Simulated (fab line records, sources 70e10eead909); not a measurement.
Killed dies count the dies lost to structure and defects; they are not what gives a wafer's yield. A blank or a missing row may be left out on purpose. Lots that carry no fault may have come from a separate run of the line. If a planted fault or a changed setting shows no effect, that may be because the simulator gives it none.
Which tool was responsible? ; flow nand_harc ; Sampling: 12 lots, 36 wafers, 4 of 1302 route steps

## WHAT THE GAUGES SHOWED, per wafer
NHARC_P_GATE_CD_MEAS_26: target cd 120 nm.
lot;measured;on;cd_nm (nm)
L413;day 5 04:10;cd_sem-03;119.7 119.8 119.3
L414;day 5 10:09;cd_sem-02;119.7 120.3 120.1
L415;day 5 20:33;cd_sem-03;120.3 120.0 121.0
L417;day 6 17:15;cd_sem-03;119.4 119.7 119.8
L419;day 7 11:40;cd_sem-03;121.1 120.1 120.7
L421;day 8 12:22;cd_sem-01;120.1 120.2 119.0
L422;day 8 23:46;cd_sem-03;119.8 119.9 119.3
L423;day 9 14:36;cd_sem-01;120.1 118.9 119.4
L424;day 9 19:24;cd_sem-01;119.4 119.3 120.0
L427;day 10 23:05;cd_sem-02;119.7 119.5 119.6
L429;day 11 14:30;cd_sem-02;119.9 119.6 120.1
L435;day 14 10:35;cd_sem-02;120.0 121.3 119.6

NHARC_P_GATE_CD_MEAS_59: target cd 720 nm.
lot;measured;on;cd_nm (nm)
L413;day 5 17:44;cd_sem-02;719.0 721.5 721.8
L414;day 5 23:45;cd_sem-03;716.9 720.0 718.3
L415;day 6 12:10;cd_sem-03;720.7 721.9 718.5
L417;day 7 09:14;cd_sem-01;719.8 718.8 722.4
L419;day 8 01:16;cd_sem-01;721.4 719.8 720.8
L421;day 9 08:31;cd_sem-01;719.0 721.7 723.7
L422;day 9 13:34;cd_sem-03;721.2 721.1 722.5
L423;day 10 04:21;cd_sem-03;724.5 719.4 722.1
L424;day 10 15:25;cd_sem-03;718.4 715.6 717.3
L427;day 11 13:01;cd_sem-03;722.0 722.2 722.1
L429;day 12 03:56;cd_sem-03;706.0 704.0 700.9
L435;day 15 00:11;cd_sem-02;719.5 720.7 722.1

## WHAT TOOL EACH LOT RAN ON (gives the tool, then ch and the chambers of the sampled wafers, and finally the start)
lot;NHARC_P_GATE_HM_OPEN_105;NHARC_P_GATE_EXPOSE_56
L413;rie_diel-02 ch 0,2,3, day 5 17:35 or earlier;krf_scanner-02 ch 0, day 5 17:35
L414;rie_diel-04 ch 0,1,3, day 5 23:35 or earlier;krf_scanner-02 ch 0, day 5 23:35
L415;rie_diel-09 ch 0,2,3, day 6 12:00 or earlier;krf_scanner-02 ch 0, day 6 12:00
L417;rie_diel-02 ch 0,1,3, day 7 09:05 or earlier;krf_scanner-04 ch 0, day 7 09:05
L419;rie_diel-02 ch 0,1, day 8 01:07 or earlier;krf_scanner-02 ch 0, day 8 01:07
L421;rie_diel-02 ch 2,3, day 9 08:21 or earlier;krf_scanner-02 ch 0, day 9 08:21
L422;rie_diel-02 ch 0,2,3, day 9 13:25 or earlier;krf_scanner-04 ch 0, day 9 13:25
L423;rie_diel-09 ch 0,3, day 10 04:11 or earlier;krf_scanner-02 ch 0, day 10 04:11
L424;rie_diel-09 ch 1,2,3, day 10 15:16 or earlier;krf_scanner-01 ch 0, day 10 15:16
L427;rie_diel-04 ch 1,3, day 11 12:51 or earlier;krf_scanner-01 ch 0, day 11 12:51
L429;rie_diel-02 ch 0,1,2, day 12 03:47 or earlier;krf_scanner-04 ch 0, day 12 03:47
L435;rie_diel-02 ch 0,2,3, day 15 00:02 or earlier;krf_scanner-02 ch 0, day 15 00:02
- NHARC_P_GATE_HM_OPEN_105: chemistry O2/COS, target depth 360 nm.
- NHARC_P_GATE_EXPOSE_56: exposes mask P PSD, target cd 720 nm.

## AS READ BY THE TOOLS THEMSELVES (means over the sampled wafers that have a number; for cases with no such wafer, the mark the record gives instead)
NHARC_P_GATE_HM_OPEN_105.
lot;tool;drypump_motor_current_A (A);oes_product_au (a.u.);rf_vpp_V (V);showerhead_plenum_p_Torr (Torr);throttle_valve_pct (%)
L413;rie_diel-02;5.9;0.982;469.5;3.22;28.326
L414;rie_diel-04;5.7;1.012;466.2;3.12;28.333
L415;rie_diel-09;5.8;0.985;466.7;3.08;28.327
L417;rie_diel-02;6.0;0.996;467.4;3.16;28.344
L419;rie_diel-02;6.2;1.012;465.3;3.04;28.328
L421;rie_diel-02;6.2;0.996;469.1;3.21;28.331
L422;rie_diel-02;5.9;0.996;469.1;3.21;28.330
L423;rie_diel-09;6.4;1.004;467.9;3.13;28.324
L424;rie_diel-09;5.9;1.003;465.4;3.04;28.322
L427;rie_diel-04;5.5;0.996;466.6;3.06;28.326
L429;rie_diel-02;6.2;0.990;465.8;3.09;28.328
L435;rie_diel-02;5.9;0.991;468.9;3.21;28.342

## THE ANSWER, worked out from the rows above alone
Rule: the lots themselves supply what counts as usual. Put in order of their means at a reading, lots are off if they are a third of the lots or fewer, leave a main group of 4 or more, and stand apart from it by a gap of 3 or more times the standard deviation of the main group's means; of several such gaps the widest counts. The tables above print the reading to a certain number of digits; a main group whose means all agree to those digits is not used. Also off: a lot with no number at a reading for which 4 or more lots have one. Any other lot the step has rows for is counted as sound. The gauges are gone through in route order, then the tools' own readings, and for those a lot's mean is taken as printed above. The first step at which some lot is off is used, and at that step the reading that is off furthest; a lot without a number counts as furthest.
Off: L429 (NHARC_P_GATE_CD_MEAS_59, cd_nm). The main group: mean 720.5 nm, standard deviation 1.5.
A tool fits if, at a process step before that reading, it ran every lot that is off, and no sound lot after the first of them. Those tools and the gauges at NHARC_P_GATE_CD_MEAS_59 are tried in the same way. Because NHARC_P_GATE_HM_OPEN_105 lacks a start for some lots, the hours and order of its lots are taken from NHARC_P_GATE_EXPOSE_56. Can't be told from this: 2 tools fit, krf_scanner-04 at NHARC_P_GATE_EXPOSE_56, cd_sem-03 at NHARC_P_GATE_CD_MEAS_59.

## WHAT THE SIMULATOR HAD INSERTED
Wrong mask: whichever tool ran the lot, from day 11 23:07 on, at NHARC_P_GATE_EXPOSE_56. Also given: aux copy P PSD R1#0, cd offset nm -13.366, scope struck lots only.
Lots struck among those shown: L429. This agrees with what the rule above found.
